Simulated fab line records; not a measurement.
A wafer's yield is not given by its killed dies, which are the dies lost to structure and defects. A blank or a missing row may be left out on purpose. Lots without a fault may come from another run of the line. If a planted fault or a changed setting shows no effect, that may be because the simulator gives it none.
One fault through the eyes of 2 desks | flow nand_harc | every desk sees just its own numbers, and what lay behind them comes last

THE METROLOGY DESK
What the gauges read, lot by lot, whatever tool the lot ran on: means of the sampled wafers that have a number. Marked OUT: a lot whose mean sits more than 4 standard deviations from the usual mean, which makes it out of limits; the brackets give that distance.
Columns: A = cd_nm at NHARC_A_BLC_CD_MEAS_19, usual 102 nm; B = cd_nm at NHARC_A_M0_CD_MEAS_09, usual 79.8 nm
lot  | first seen here | A   | B
L463 | day 22 21:50    | 102 | 78.5
L462 | day 23 02:06    | 104 | 79.4
L475 | day 28 16:53    | 102 | 71.9 (-7.9) OUT
L477 | day 28 19:13    | 102 | 80.1
L474 | day 28 21:46    | 100 | 71.6 (-8.3) OUT
L478 | day 29 01:37    | 102 | 79.5
L480 | day 29 16:43    | 100 | 79.8
L479 | day 30 03:56    | 104 | 80.3
L481 | day 30 14:14    | 100 | 79.4
L483 | day 31 20:14    | 99  | 80.4
L484 | day 31 21:49    | 101 | 80.8
L485 | day 32 05:45    | 100 | 79.5
This desk's verdict: out of limits on L474, L475, starting with L475 at day 28 19:46 (cd_nm at NHARC_A_M0_CD_MEAS_09). In limits: L463, L462, L477, L478, L480, L479, L481, L483, L484, L485.

TOOL OWNER'S DESK, litho_track-01
The tool's own readings at NHARC_A_M0_PEB_07 (peb time 65 s): means of the sampled wafers that have a number, for each lot that ran on this tool. Marked OUT: a lot whose mean sits more than 4 standard deviations from the usual mean, which makes it out of limits; the brackets give that distance.
Columns: A = heater_power_total_W at NHARC_A_M0_PEB_07, usual 156.6 W; B = plate_temp_C at NHARC_A_M0_PEB_07, usual 100.01 C
lot  | first seen here | A                | B
L462 | day 23 04:58    | 156.8            | 100.14
L475 | day 28 19:41    | 152.3 (-9.8) OUT | 98.10 (-15) OUT
L474 | day 29 00:34    | 152.7 (-8.9) OUT | 98.17 (-14) OUT
L483 | day 31 23:02    | 156.9            | 100.11
This desk's verdict: out of limits on L474, L475, starting with L475 at day 28 19:41 (heater_power_total_W at NHARC_A_M0_PEB_07). In limits: L462, L483.

PUT TOGETHER
An alarm could have come from the tool owner's desk at day 28 19:41, on L474, L475.
On L474, L475, the metrology desk was in a position to raise an alarm at day 28 19:46.
NHARC_A_M0_PEB_07 was run on litho_track-01 by each of the lots named.

WHAT THE SIMULATOR HAD PUT IN
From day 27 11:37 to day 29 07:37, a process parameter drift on litho_track-01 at NHARC_A_M0_PEB_07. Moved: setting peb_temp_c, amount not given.
Struck lots among those shown: L474, L475.
Counting hours from when the fault started, the first reading out of limits came at 32 for the tool owner's desk and at 32 for the metrology desk.
